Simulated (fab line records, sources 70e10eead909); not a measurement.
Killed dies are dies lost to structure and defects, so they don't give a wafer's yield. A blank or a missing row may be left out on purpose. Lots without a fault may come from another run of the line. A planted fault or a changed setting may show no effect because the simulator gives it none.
fab line records | flow nand_harc
record lots=24 wafers=72 last_day=34
route steps=1302 shown A_CHANNEL_HOLE_D1@483 A_ONON_D2@561 A_CHANNEL_HOLE_D2@582 A_CHANNEL_FILL_D2@621
lots that met no fault: from a run of the same line without faults
start_h: hours from the record's first day to the start of the lot's first wafer shown | wait_h: hours since the lot's step before | " the same as in the row above | L1.1+2: a row that stands for several wafers | - no value, or no start given | * or withheld: withheld | < > ~ a bound
route shown NAME@n: a module of which the file shows steps, and the number in the route of the first | usual: mean/standard deviation of fault-free wafers | same: alike in all rows | chamber/n: place in a boat | sites: the reading at each site | _std_site: their standard deviation | _edge_site: outer sites' mean less inner sites' | radius_mm: how far each site lies from the wafer's centre | mask NAME#n: copy n | behind: the tool/chamber that last shaped the wafer | hold: why the lot was held/for how many hours/how that ended | device: the transistor (n, p or np) that didn't switch | end of line: the same wafers' tests at the end of the route | a step without rows: its recipe alone | killed: dies lost to structure and defects at the first sort, not the wafer's yield | map: a wafer's dies, x killed, . not, _ none there
set.NAME: the setting as run; set.NAME@STEP: as run at that earlier step | model.NAME: the simulator's own value behind a step, which no gauge read
steps of the route over a sample of lots; a table a step, a row a wafer
services: from which hour (start_h, from the record's first day; less than 0 if before it) a tool's chamber was out of use, for how many hours, and why
## steps
# step NHARC_A_CHANNEL_HOLE_D1_ETCH_44
# recipe target_depth_a=1400 overetch_a=140 time_s=77 ion_energy_ev=100 cf4_flow_sccm=80 o2_flow_sccm=20 ar_flow_sccm=0 rf_w=300 bias_w=100 chemistry=CF4/O2
# usual drypump_motor_current_A=5.8/0.38 oes_product_au=1.000/0.011 rf_vpp_V=197.5/1.6 showerhead_plenum_p_Torr=1.33/0.063 throttle_valve_pct=13.397/0.0093
# columns lot.wafer tool chamber start_h wait_h drypump_motor_current_A oes_product_au rf_hours_counter_h rf_vpp_V showerhead_plenum_p_Torr throttle_valve_pct
L075.4 rie_diel-04 0 190.22 0.0 5.7 0.983 0 196.4 1.26 13.390
L075.3 " 1 " " 5.7 0.986 0 197.6 1.34 13.388
L075.6 " 0 " " 5.8 0.980 - 197.9 1.26 13.396
L074.2 rie_diel-09 3 190.73 0.1 6.0 0.992 13 194.7 1.25 13.410
L074.5 " 1 " " 5.8 1.012 - 195.3 1.25 13.402
L074.6 " 2 " " 6.2 0.994 - 197.3 1.34 13.410
L076.4 rie_diel-04 0 210.08 0.1 5.7 0.983 2 196.7 1.26 13.394
L076.3 " 2 " " 5.5 0.992 0 197.6 1.40 13.398
L076.6 " 0 " " 5.8 0.996 - 197.6 1.26 13.391
L077.3 rie_diel-04 2 214.22 0.0 5.5 1.003 1 197.8 1.40 13.401
L077.2 " 0 " " 5.8 0.992 3 196.2 1.26 13.400
L077.5 " 3 " " 6.3 1.012 - 195.7 1.26 13.388
L078.1 rie_diel-09 0 219.10 0.1 4.9 0.977 24 198.9 1.35 13.417
L078.4 " 3 " " 6.0 1.003 - 196.0 1.25 13.402
L078.5 " 0 " " 4.9 0.979 - 198.8 1.35 13.399
L080.3 rie_diel-04 0 237.75 0.1 5.8 0.992 5 195.4 1.26 13.399
L080.6 " 1 " " 5.7 0.996 - 198.4 1.34 13.410
L080.5 " 2 " " 5.4 0.992 - 199.1 1.39 13.402
L079.2 rie_diel-04 1 238.76 0.1 5.7 0.991 5 197.0 1.34 13.391
L079.5 " 2 " " 5.5 0.992 - 199.5 1.39 13.393
L079.6 " 3 " " 6.3 1.008 - 197.1 1.26 13.388
L081.3 rie_diel-06 0 257.09 0.1 5.8 1.009 42 197.4 1.35 13.375
L081.2 " 1 " " 5.9 1.022 42 199.9 1.37 13.394
L081.5 " 2 " " 5.2 1.007 - 198.7 1.44 13.386
L082.1 rie_diel-06 2 266.60 0.1 5.2 1.009 35 198.9 1.44 13.387
L082.4 " 3 " " 6.4 1.006 40 197.3 1.32 13.396
L082.6 " 2 " " 5.2 1.002 - 200.2 1.44 13.406
L083.1 rie_diel-04 0 278.42 0.1 5.7 0.989 9 195.6 1.25 13.384
L083.5 " 0 " " 5.8 0.985 - 196.2 1.25 13.391
L083.6 " 1 " " 5.7 0.998 - 197.6 1.34 13.372
L084.1 rie_diel-04 3 286.01 0.1 6.3 1.002 10 196.5 1.26 13.387
L084.3 " 1 " " 5.7 1.011 9 198.7 1.34 13.404
L084.5 " 3 " " 6.3 1.009 - 196.3 1.26 13.396
L085.2 rie_diel-06 3 295.59 0.1 6.4 1.003 49 195.9 1.32 13.410
L085.4 " 1 " " 5.9 1.009 53 198.9 1.37 13.397
L085.6 " 3 " " 6.4 0.999 - 195.8 1.32 13.394
L086.3 rie_diel-06 1 302.77 0.1 5.9 1.012 53 199.2 1.37 13.405
L086.4 " 3 " " 6.4 1.012 49 195.7 1.32 13.396
L086.1 " 0 " " 5.8 1.019 54 197.6 1.35 13.416
L087.2 rie_diel-04 3 327.77 0.0 6.2 1.002 14 196.7 1.26 13.404
L087.4 " 2 " " 5.5 1.003 11 199.3 1.39 13.399
L087.6 " 0 " " 5.8 0.981 - 195.3 1.25 13.393
L088.1 rie_diel-04 1 339.79 0.1 5.7 1.016 13 198.5 1.33 13.405
L088.2 " 3 " " 6.3 1.008 15 196.6 1.26 13.411
L088.5 " 1 " " 5.7 1.006 - 197.7 1.33 13.388
L089.4 rie_diel-09 0 340.28 0.1 4.9 0.986 2 197.3 1.34 13.405
L089.6 " 1 " " 5.8 1.011 - 200.0 1.45 13.402
L089.5 " 2 " " 6.2 0.996 - 197.8 1.33 13.382
L090.4 rie_diel-04 2 351.94 0.1 5.5 0.991 12 198.6 1.39 13.397
L090.1 " 0 " " 5.8 0.974 16 196.0 1.25 13.398
L090.5 " 1 " " 5.7 1.007 - 197.4 1.33 13.373
L091.1 rie_diel-06 0 361.70 0.1 5.8 0.996 16 197.4 1.34 13.386
L091.4 " 1 " " 6.0 0.994 16 199.1 1.37 13.383
L091.5 " 3 " " 6.4 0.991 - 196.7 1.31 13.381
L092.1 rie_diel-09 2 362.67 0.1 6.2 0.997 9 197.4 1.33 13.399
L092.2 " 3 " " 6.0 1.011 10 195.0 1.24 13.412
L092.6 " 1 " " 5.8 1.017 - 200.0 1.44 13.399
L093.2 rie_diel-04 3 370.14 0.1 6.3 1.002 1 195.4 1.26 13.395
L093.3 " 0 " " 5.8 0.994 1 195.7 1.25 13.401
L093.6 " 0 " " 5.8 0.989 - 195.1 1.25 13.409
L094.4 rie_diel-06 0 398.22 0.2 5.8 1.009 25 198.2 1.34 13.385
L094.6 " 0 " " 5.8 1.010 - 196.4 1.34 13.402
L094.5 " 1 " " 5.9 1.008 - 198.3 1.36 13.399
L095.2 rie_diel-09 0 406.05 0.1 4.9 1.005 27 197.7 1.33 13.390
L095.3 " 1 " " 5.8 1.019 25 198.8 1.44 13.397
L095.6 " 3 " " 6.0 1.002 - 196.5 1.24 13.394
L096.3 rie_diel-06 1 413.03 0.1 6.0 1.003 29 199.5 1.36 13.396
L096.4 " 3 " " 6.4 1.014 32 197.1 1.31 13.393
L096.5 " 0 " " 5.8 1.003 - 199.7 1.34 13.407
L097.3 rie_diel-04 2 421.20 0.1 5.5 0.987 4 199.3 1.39 13.413
L097.4 " 3 " " 6.3 1.003 4 196.2 1.26 13.400
L097.6 " 1 " " 5.7 0.996 - 197.7 1.33 13.407
# step NHARC_A_ONON_D2_THK_MEAS_24
# recipe thk_meas_gauge=ellipsometry
# usual thk_nm=998/8.6
# columns lot.wafer tool chamber start_h wait_h thk_nm
L075.3 film_metro-02 - 288.14 - 1000
L075.4 " - " " 998
L075.6 " - " " 999
L074.2 film_metro-01 - 288.15 - 996
L074.5 " - " " 1000
L074.6 " - " " 1000
L076.3 film_metro-02 - 312.80 - 1007
L076.4 " - " " 1009
L076.6 " - " " 1008
L077.2 film_metro-01 - 312.84 - 1003
L077.3 " - " " 1004
L077.5 " - " " 1005
L078.1 film_metro-01 - 316.98 - 1009
L078.4 " - " " 1009
L078.5 " - " " 1008
L079.2 film_metro-02 - 334.13 - 1009
L079.5 " - " " 1009
L079.6 " - " " 1007
L080.3 film_metro-02 - 334.16 - 1008
L080.5 " - " " 1008
L080.6 " - " " 1008
L081.2 film_metro-02 - 351.67 - 1001
L081.3 " - " " 1002
L081.5 " - " " 1002
L082.1 film_metro-01 - 367.95 - 997
L082.4 " - " " 997
L082.6 " - " " 997
L083.1 film_metro-01 - 383.60 - 1001
L083.5 " - " " 1002
L083.6 " - " " 1001
L084.1 film_metro-01 - 383.61 - 989
L084.3 " - " " 988
L084.5 " - " " 989
L086.1 film_metro-02 - 405.14 - 993
L086.3 " - " " 994
L086.4 " - " " 993
L085.2 film_metro-01 - 405.15 - 975
L085.4 " - " " 975
L085.6 " - " " 976
L087.2 film_metro-02 - 431.01 - 998
L087.4 " - " " 998
L087.6 " - " " 998
L088.1 film_metro-02 - 436.49 - 1013
L088.2 " - " " 1013
L088.5 " - " " 1012
L089.4 film_metro-01 - 436.49 - 982
L089.5 " - " " 983
L089.6 " - " " 985
L090.1 film_metro-02 - 454.53 - 996
L090.4 " - " " 996
L090.5 " - " " 995
L091.1 film_metro-02 - 461.25 - 1002
L091.4 " - " " 1004
L091.5 " - " " 1003
L092.1 film_metro-01 - 461.39 - 998
L092.2 " - " " 996
L092.6 " - " " 998
L093.2 film_metro-01 - 461.61 - 991
L093.3 " - " " 992
L093.6 " - " " 995
L094.4 film_metro-02 - 495.56 - 995
L094.5 " - " " 993
L094.6 " - " " 994
L095.2 film_metro-02 - 507.60 - 996
L095.3 " - " " 999
L095.6 " - " " 998
L097.3 film_metro-02 - 518.29 - 1002
L097.4 " - " " 1003
L097.6 " - " " 1003
L096.3 film_metro-01 - 518.30 - 990
L096.4 " - " " 986
L096.5 " - " " 988
# step NHARC_A_ONON_D2_THK_MEAS_27
# recipe thk_meas_gauge=ellipsometry
# usual thk_nm=1002/11
# columns lot.wafer tool chamber start_h wait_h thk_nm
L075.3 film_metro-02 - 288.70 - 996
L075.4 " - " " 997
L075.6 " - " " 996
L074.2 film_metro-01 - 288.71 - 1002
L074.5 " - " " 1003
L074.6 " - " " 1003
L076.3 film_metro-01 - 313.37 - 990
L076.4 " - " " 992
L076.6 " - " " 994
L077.2 film_metro-02 - 313.41 - 1020
L077.3 " - " " 1019
L077.5 " - " " 1018
L078.1 film_metro-01 - 317.55 - 995
L078.4 " - " " 994
L078.5 " - " " 993
L079.2 film_metro-02 - 334.70 - 1004
L079.5 " - " " 1000
L079.6 " - " " 1001
L080.3 film_metro-02 - 334.72 - 1010
L080.5 " - " " 1009
L080.6 " - " " 1012
L081.2 film_metro-01 - 352.24 - 1005
L081.3 " - " " 1005
L081.5 " - " " 1005
L082.1 film_metro-01 - 368.51 - 993
L082.4 " - " " 993
L082.6 " - " " 995
L083.1 film_metro-01 - 384.17 - 990
L083.5 " - " " 992
L083.6 " - " " 989
L084.1 film_metro-01 - 384.18 - 983
L084.3 " - " " 983
L084.5 " - " " 982
L086.1 film_metro-02 - 405.71 - 1017
L086.3 " - " " 1015
L086.4 " - " " 1015
L085.2 film_metro-01 - 405.72 - 1006
L085.4 " - " " 1009
L085.6 " - " " 1005
L087.2 film_metro-01 - 431.57 - 1010
L087.4 " - " " 1009
L087.6 " - " " 1009
L088.1 film_metro-02 - 437.05 - 994
L088.2 " - " " 990
L088.5 " - " " 992
L089.4 film_metro-01 - 437.06 - 997
L089.5 " - " " 996
L089.6 " - " " 996
L090.1 film_metro-01 - 455.08 - 1011
L090.4 " - " " 1012
L090.5 " - " " 1013
L091.1 film_metro-01 - 461.82 - 988
L091.4 " - " " 985
L091.5 " - " " 989
L092.1 film_metro-02 - 461.97 - 1012
L092.2 " - " " 1009
L092.6 " - " " 1008
L093.2 film_metro-02 - 462.18 - 1006
L093.3 " - " " 1005
L093.6 " - " " 1006
L094.4 film_metro-02 - 496.13 - 1016
L094.5 " - " " 1017
L094.6 " - " " 1020
L095.2 film_metro-01 - 508.17 - 1020
L095.3 " - " " 1019
L095.6 " - " " 1019
L097.3 film_metro-02 - 518.86 - 985
L097.4 " - " " 985
L097.6 " - " " 987
L096.3 film_metro-01 - 518.86 - 1012
L096.4 " - " " 1011
L096.5 " - " " 1011
# step NHARC_A_CHANNEL_HOLE_D2_CD_MEAS_10
# recipe target_cd_nm=100 landing_energy_ev=500
# usual cd_nm=100.1/0.46
# columns lot.wafer tool chamber start_h wait_h cd_nm
L075.3 cd_sem-01 0 292.50 - 99.7
L075.4 " 0 " " 100.2
L075.6 " 0 " " 99.9
L074.2 cd_sem-03 0 292.65 - 99.7
L074.5 " 0 " " 99.4
L074.6 " 0 " " 99.0
L076.3 cd_sem-03 0 319.17 - 99.4
L076.4 " 0 " " 99.7
L076.6 " 0 " " 99.6
L077.2 cd_sem-03 0 319.37 - 100.2
L077.3 " 0 " " 100.6
L077.5 " 0 " " 100.1
L078.1 cd_sem-03 0 324.79 - 100.9
L078.4 " 0 " " 100.3
L078.5 " 0 " " 100.3
L079.2 cd_sem-01 0 338.40 - 100.2
L079.5 " 0 " " 99.6
L079.6 " 0 " " 100.6
L080.3 cd_sem-03 0 338.73 - 100.8
L080.5 " 0 " " 99.9
L080.6 " 0 " " 99.9
L081.2 cd_sem-02 0 357.11 - 100.2
L081.3 " 0 " " 100.3
L081.5 " 0 " " 99.9
L082.1 cd_sem-03 0 372.40 - 99.8
L082.4 " 0 " " 99.4
L082.6 " 0 " " 100.3
L083.1 cd_sem-01 0 388.57 - 100.5
L083.5 " 0 " " 100.4
L083.6 " 0 " " 99.9
L084.1 cd_sem-03 0 389.52 - 100.7
L084.3 " 0 " " 100.0
L084.5 " 0 " " 100.2
L085.2 cd_sem-03 0 410.21 - 100.1
L085.4 " 0 " " 99.5
L085.6 " 0 " " 100.3
L086.1 cd_sem-01 0 410.52 - 99.7
L086.3 " 0 " " 99.8
L086.4 " 0 " " 100.0
L087.2 cd_sem-02 0 435.36 - 99.9
L087.4 " 0 " " 99.7
L087.6 " 0 " " 100.1
L088.1 cd_sem-01 0 443.34 - 99.3
L088.2 " 0 " " 100.0
L088.5 " 0 " " 99.9
L089.4 cd_sem-01 0 444.98 - 99.9
L089.5 " 0 " " 99.5
L089.6 " 0 " " 99.8
L090.1 cd_sem-03 0 458.77 - 100.6
L090.4 " 0 " " 101.0
L090.5 " 0 " " 100.9
L091.1 cd_sem-02 0 465.72 - 100.7
L091.4 " 0 " " 100.7
L091.5 " 0 " " 100.2
L092.1 cd_sem-01 0 466.09 - 100.6
L092.2 " 0 " " 101.2
L092.6 " 0 " " 100.6
L093.2 cd_sem-01 0 466.59 - 100.3
L093.3 " 0 " " 99.3
L093.6 " 0 " " 100.3
L094.4 cd_sem-01 0 499.98 - 100.8
L094.5 " 0 " " 101.1
L094.6 " 0 " " 100.0
L095.2 cd_sem-03 0 511.97 - 100.2
L095.3 " 0 " " 100.4
L095.6 " 0 " " 100.8
L097.3 cd_sem-01 0 522.58 - 99.5
L097.4 " 0 " " 99.7
L097.6 " 0 " " 100.2
L096.3 cd_sem-03 0 524.62 - 100.6
L096.4 " 0 " " 100.0
L096.5 " 0 " " 100.2
# step NHARC_A_CHANNEL_HOLE_D2_ETCH_44
# recipe target_depth_a=1400 overetch_a=140 time_s=77 ion_energy_ev=100 cf4_flow_sccm=80 o2_flow_sccm=20 ar_flow_sccm=0 rf_w=300 bias_w=100 chemistry=CF4/O2
# usual drypump_motor_current_A=5.6/0.43 oes_product_au=1.000/0.012 rf_vpp_V=197.8/1.2 showerhead_plenum_p_Torr=1.33/0.048 throttle_valve_pct=13.397/0.0097
# columns lot.wafer tool chamber start_h wait_h drypump_motor_current_A oes_product_au rf_hours_counter_h rf_vpp_V showerhead_plenum_p_Torr throttle_valve_pct
L075.4 rie_diel-05 2 298.59 0.0 5.0 0.992 3.6 199.9 1.42 13.409
L075.3 " 0 " " 5.0 1.005 3.6 197.9 1.38 13.406
L075.6 " 3 " " 6.0 1.020 - 197.7 1.33 13.391
L074.2 rie_diel-12 0 299.75 0.1 6.2 1.016 1.5 196.3 1.26 13.411
L074.5 " 3 " " 5.6 1.010 - 196.9 1.30 13.381
L074.6 " 0 " " 6.2 1.020 - 198.5 1.26 13.392
L076.3 rie_diel-12 2 327.25 0.1 5.9 0.991 2.1 197.1 1.34 13.402
L076.4 " 0 " " 6.2 1.018 2.3 196.0 1.26 13.395
L076.6 " 2 " " 5.9 0.998 - 198.1 1.34 13.413
L077.2 rie_diel-02 2 331.43 0.0 5.9 0.994 5.1 197.9 1.34 13.397
L077.3 " 0 " " 4.9 1.006 4.3 198.3 1.38 13.393
L077.5 " 2 " " 5.9 0.988 - 198.6 1.34 13.415
L078.1 rie_diel-12 3 335.63 0.1 5.6 1.008 2.6 196.4 1.30 13.396
L078.5 " 3 " " 5.6 1.011 - 196.4 1.30 13.394
L078.4 " 0 " " 6.2 1.018 - 195.0 1.26 13.411
L080.3 rie_diel-05 3 347.76 0.1 6.0 1.028 6.0 198.2 1.33 13.394
L080.6 " 3 " " 6.1 1.031 - 197.4 1.33 13.398
L080.5 " 0 " " 5.1 0.994 - 198.8 1.37 13.394
L079.2 rie_diel-12 0 348.62 0.1 6.2 1.009 4.4 197.6 1.26 13.402
L079.6 " 2 " " 5.9 0.998 - 197.8 1.34 13.398
L079.5 " 3 " " 5.6 0.994 - 196.4 1.29 13.406
L081.3 rie_diel-12 0 365.88 0.1 6.2 0.998 5.5 195.6 1.26 13.384
L081.2 " 1 " " 5.4 0.979 4.2 198.8 1.39 13.396
L081.5 " 1 " " 5.3 0.974 - 198.7 1.39 13.397
L082.1 rie_diel-05 0 378.49 0.1 5.1 0.987 6.4 198.8 1.37 13.410
L082.4 " 2 " " 5.0 0.980 7.5 199.7 1.41 13.392
L082.6 " 0 " " 5.1 0.998 - 199.0 1.37 13.390
L083.1 rie_diel-12 2 400.80 0.1 5.9 0.997 7.7 197.6 1.34 13.396
L083.6 " 3 " " 5.6 1.007 - 197.7 1.29 13.408
L083.5 " 0 " " 6.1 1.005 - 196.4 1.26 13.403
L084.3 rie_diel-05 3 404.94 0.0 6.0 1.019 10.9 198.1 1.33 13.382
L084.1 " 1 " " 5.8 0.996 10.4 197.2 1.27 13.411
L084.5 " 3 " " 6.0 1.040 - 198.7 1.33 13.414
L085.2 rie_diel-05 0 417.04 0.0 5.0 0.990 0.0 199.9 1.37 13.397
L085.4 " 3 " " 6.0 1.017 0.0 197.2 1.33 13.390
L085.6 " 1 " " 5.8 0.992 - 195.7 1.27 13.382
L086.4 rie_diel-12 1 419.23 0.1 5.4 0.986 7.3 199.5 1.39 13.394
L086.1 " 2 " " 5.9 0.993 9.0 198.4 1.34 13.399
L086.3 " 0 " " 6.1 1.017 8.6 198.2 1.26 13.392
L087.2 rie_diel-12 2 441.41 0.1 5.9 0.978 9.5 198.4 1.34 13.392
L087.4 " 3 " " 5.6 0.991 9.4 196.0 1.29 13.395
L087.6 " 3 " " 5.6 0.993 - 196.2 1.29 13.388
L088.2 rie_diel-02 2 449.42 0.1 5.9 0.999 3.7 198.1 1.34 13.392
L088.1 " 3 " " 4.9 1.007 3.2 198.2 1.38 13.387
L088.5 " 2 " " 5.9 0.997 - 198.5 1.34 13.401
L089.4 rie_diel-02 2 453.54 0.1 5.9 0.984 3.9 198.2 1.34 13.394
L089.5 " 2 " " 5.9 0.984 - 196.0 1.34 13.404
L089.6 " 3 " " 4.9 1.000 - 199.1 1.38 13.400
L090.1 rie_diel-12 0 464.86 0.1 6.1 1.022 0.6 196.8 1.26 13.397
L090.4 " 2 " " 5.9 1.000 0.7 196.7 1.34 13.382
L090.5 " 0 " " 6.1 1.013 - 196.4 1.26 13.405
L091.1 rie_diel-02 3 471.88 0.1 4.9 1.009 5.3 199.0 1.38 13.394
L091.4 " 0 " " 4.9 0.992 5.2 198.4 1.38 13.416
L091.5 " 2 " " 5.9 0.993 - 197.0 1.34 13.399
L092.2 rie_diel-12 2 472.80 0.1 5.9 1.000 1.6 197.2 1.34 13.411
L092.1 " 0 " " 6.1 0.998 1.3 197.0 1.26 13.383
L092.6 " 1 " " 5.4 0.995 - 198.2 1.39 13.385
L093.3 rie_diel-05 1 476.03 0.1 5.8 0.985 3.0 196.8 1.27 13.405
L093.2 " 3 " " 6.0 1.011 2.9 197.4 1.33 13.386
L093.6 " 0 " " 5.1 1.001 - 199.8 1.37 13.387
L094.4 rie_diel-12 1 506.11 0.1 5.4 1.003 2.9 198.3 1.39 13.398
L094.6 " 2 " " 5.9 1.000 - 197.8 1.34 13.396
L094.5 " 3 " " 5.6 1.012 - 197.2 1.29 13.381
L095.2 rie_diel-05 3 518.05 0.1 6.1 1.017 4.6 199.3 1.32 13.394
L095.3 " 2 " " 4.9 0.995 4.7 197.0 1.41 13.410
L095.6 " 0 " " 5.1 0.993 - 199.3 1.37 13.397
L097.4 rie_diel-02 0 528.69 0.1 4.9 0.988 7.6 198.4 1.38 13.402
L097.3 " 1 " " 5.3 0.995 8.1 198.0 1.30 13.407
L097.6 " 2 " " 5.9 0.987 - 198.7 1.34 13.399
L096.4 rie_diel-05 1 533.29 0.0 5.8 0.998 6.1 196.4 1.26 13.410
L096.3 " 3 " " 6.1 1.014 5.8 198.1 1.32 13.382
L096.5 " 2 " " 5.0 0.998 - 199.6 1.41 13.393
# step NHARC_A_CHANNEL_FILL_D2_STRIP_28
# recipe time_s=20 o2_flow_sccm=500 ar_flow_sccm=0 bias_w=0 chemistry=O2
# usual drypump_motor_current_A=5.8/0.46 oes_product_au=1.000/0.0087 rf_vpp_V=58.1/0.92 showerhead_plenum_p_Torr=3.63/0.12 throttle_valve_pct=17.037/0.0092
# columns lot.wafer tool chamber start_h wait_h drypump_motor_current_A oes_product_au rf_hours_counter_h rf_vpp_V showerhead_plenum_p_Torr throttle_valve_pct
L074.2 rie_diel-11 2 323.71 0.1 5.8 0.992 1.6 57.9 3.74 17.048
L074.5 " 2 " " 5.8 0.995 - 59.8 3.74 17.048
L074.6 " 3 " " 5.6 1.005 - 58.1 3.75 17.029
L075.4 rie_diel-10 3 323.71 0.1 5.2 0.986 1.8 58.7 3.63 17.034
L075.3 " 0 " " 6.3 1.016 1.9 57.1 3.40 17.043
L075.6 " 1 " " 5.8 1.004 - 58.8 3.67 17.032
L076.3 rie_diel-10 1 352.72 0.1 5.8 1.009 2.9 60.2 3.67 17.045
L076.4 " 2 " " 5.1 1.003 2.6 58.8 3.57 17.037
L076.6 " 0 " " 6.2 0.998 - 55.9 3.40 17.054
L077.2 rie_diel-11 3 359.19 0.1 5.6 1.017 2.2 57.1 3.75 17.032
L077.3 " 1 " " 6.2 0.991 2.1 58.8 3.55 17.035
L077.5 " 2 " " 5.7 0.984 - 60.0 3.74 17.032
L078.1 rie_diel-11 0 363.86 0.1 6.4 1.004 1.8 57.3 3.76 17.036
L078.4 " 1 " " 6.2 0.996 2.2 58.7 3.55 17.048
L078.5 " 3 " " 5.6 1.017 - 58.4 3.75 17.050
L080.3 rie_diel-10 3 372.55 0.1 5.3 0.985 2.9 57.9 3.62 17.031
L080.5 " 1 " " 5.8 0.997 - 57.4 3.67 17.039
L080.6 " 2 " " 5.0 0.996 - 58.1 3.57 17.056
L079.2 rie_diel-11 3 372.57 0.1 5.6 0.999 2.9 58.5 3.75 17.036
L079.5 " 0 " " 6.5 0.996 - 57.9 3.76 17.045
L079.6 " 3 " " 5.6 1.013 - 56.4 3.75 17.037
L081.2 rie_diel-11 1 393.72 0.1 6.2 0.995 3.8 58.0 3.55 17.042
L081.3 " 3 " " 5.6 0.997 4.0 59.5 3.75 17.028
L081.5 " 1 " " 6.2 1.004 - 58.1 3.55 17.022
L082.1 rie_diel-10 0 405.96 0.1 6.3 1.001 3.8 57.5 3.40 17.027
L082.4 " 1 " " 5.8 1.009 3.8 57.7 3.67 17.035
L082.6 " 3 " " 5.2 0.981 - 58.8 3.62 17.038
L083.1 rie_diel-11 2 426.55 0.1 5.7 0.991 2.7 59.2 3.74 17.025
L083.6 " 3 " " 5.6 0.999 - 59.4 3.75 17.038
L083.5 " 0 " " 6.4 1.012 - 58.6 3.76 17.047
L084.3 rie_diel-10 1 430.86 0.1 5.8 1.004 0.0 56.9 3.67 17.041
L084.1 " 0 " " 6.3 1.002 0.0 59.1 3.40 17.044
L084.5 " 1 " " 5.8 0.992 - 57.2 3.67 17.036
L086.3 rie_diel-11 2 442.15 0.1 5.7 0.994 0 58.0 3.74 17.037
L086.4 " 3 " " 5.6 1.001 0.0 58.0 3.75 17.031
L086.1 " 0 " " 6.4 0.999 0.0 58.0 3.76 17.028
L085.2 rie_diel-10 1 442.18 0.1 5.8 1.014 0.1 60.4 3.67 17.041
L085.4 " 2 " " 5.0 0.992 0.1 57.8 3.57 17.014
L085.6 " 0 " " 6.2 0.989 - 58.5 3.40 17.031
L087.4 rie_diel-10 0 467.98 0.1 6.2 1.003 1.3 56.4 3.40 17.042
L087.2 " 2 " " 5.1 0.996 1.4 57.3 3.57 17.030
L087.6 " 3 " " 5.2 0.994 - 57.9 3.62 17.048
L088.2 rie_diel-10 2 475.27 0.1 5.0 0.989 1.4 58.2 3.57 17.039
L088.1 " 3 " " 5.2 0.982 1.5 57.8 3.62 17.025
L088.5 " 1 " " 5.8 1.005 - 57.8 3.67 17.060
L089.4 rie_diel-10 3 481.79 0.1 5.2 0.984 1.6 57.2 3.62 17.039
L089.6 " 1 " " 5.8 1.008 - 59.1 3.67 17.032
L089.5 " 2 " " 5.0 0.999 - 57.0 3.57 17.058
L090.1 rie_diel-10 0 490.22 0.1 6.3 0.999 1.7 56.3 3.40 17.029
L090.4 " 3 " " 5.2 0.991 1.8 57.5 3.62 17.040
L090.5 " 0 " " 6.3 1.011 - 57.2 3.40 17.041
L092.1 rie_diel-10 1 500.42 0.1 5.8 0.997 1.8 58.2 3.67 17.032
L092.2 " 3 " " 5.2 0.989 1.9 58.3 3.62 17.052
L092.6 " 1 " " 5.8 0.996 - 57.6 3.67 17.038
L093.2 rie_diel-11 3 500.44 0.1 5.6 1.013 1.9 58.6 3.74 17.022
L093.3 " 1 " " 6.2 1.010 2.0 57.8 3.55 17.039
L093.6 " 0 " " 6.5 1.013 - 58.5 3.76 17.032
L091.1 rie_diel-11 2 500.48 0.1 5.7 1.002 1.9 57.6 3.74 17.039
L091.4 " 3 " " 5.6 1.006 1.9 57.7 3.74 17.031
L091.5 " 3 " " 5.6 1.009 - 56.7 3.74 17.037
L094.4 rie_diel-10 2 536.29 0.1 5.1 1.004 2.8 58.7 3.56 17.040
L094.6 " 0 " " 6.3 1.006 - 56.0 3.40 17.048
L094.5 " 1 " " 5.8 1.007 - 59.7 3.66 17.023
L095.2 rie_diel-11 1 543.54 0.1 6.1 1.004 3.1 58.5 3.55 17.048
L095.3 " 3 " " 5.6 1.011 2.9 58.9 3.74 17.024
L095.6 " 0 " " 6.4 1.006 - 58.2 3.76 17.052
L097.4 rie_diel-11 0 554.01 0.1 6.4 1.013 3.0 57.7 3.76 17.037
L097.3 " 1 " " 6.1 1.016 3.2 58.0 3.55 17.051
L097.6 " 0 " " 6.4 1.002 - 58.2 3.76 17.042
L096.3 rie_diel-10 2 558.22 0.1 5.0 1.000 4.1 58.3 3.56 17.036
L096.4 " 3 " " 5.2 0.990 4.0 59.1 3.62 17.028
L096.5 " 1 " " 5.8 0.996 - 60.3 3.66 17.034
## services
# columns tool chamber start_h hours kind
rie_diel-12 2 172.01 11.2 repair
rie_diel-04 - 177.90 9.0 pm
rie_diel-11 2 184.04 6.3 repair
rie_diel-04 2 200.64 8.6 repair
rie_diel-10 0 210.85 4.1 repair
rie_diel-11 - 213.69 3.7 repair
rie_diel-12 - 227.82 1.0 repair
rie_diel-11 1 227.92 5.0 repair
rie_diel-10 - 242.50 9.0 pm
rie_diel-11 - 255.50 9.0 pm
rie_diel-04 1 266.50 7.5 repair
rie_diel-12 - 268.40 9.0 pm
rie_diel-11 0 271.95 9.7 repair
rie_diel-04 3 323.23 3.2 repair
rie_diel-04 - 328.70 0.8 repair
rie_diel-12 1 331.25 12.8 repair
rie_diel-04 - 354.90 9.0 pm
rie_diel-11 2 364.01 38.6 repair
rie_diel-04 0 377.16 7.1 repair
rie_diel-10 - 419.50 9.0 pm
rie_diel-04 3 428.64 4.2 repair
rie_diel-11 - 432.50 9.0 pm
rie_diel-12 - 445.48 9.0 pm
rie_diel-04 - 531.90 9.0 pm
## key
fault none
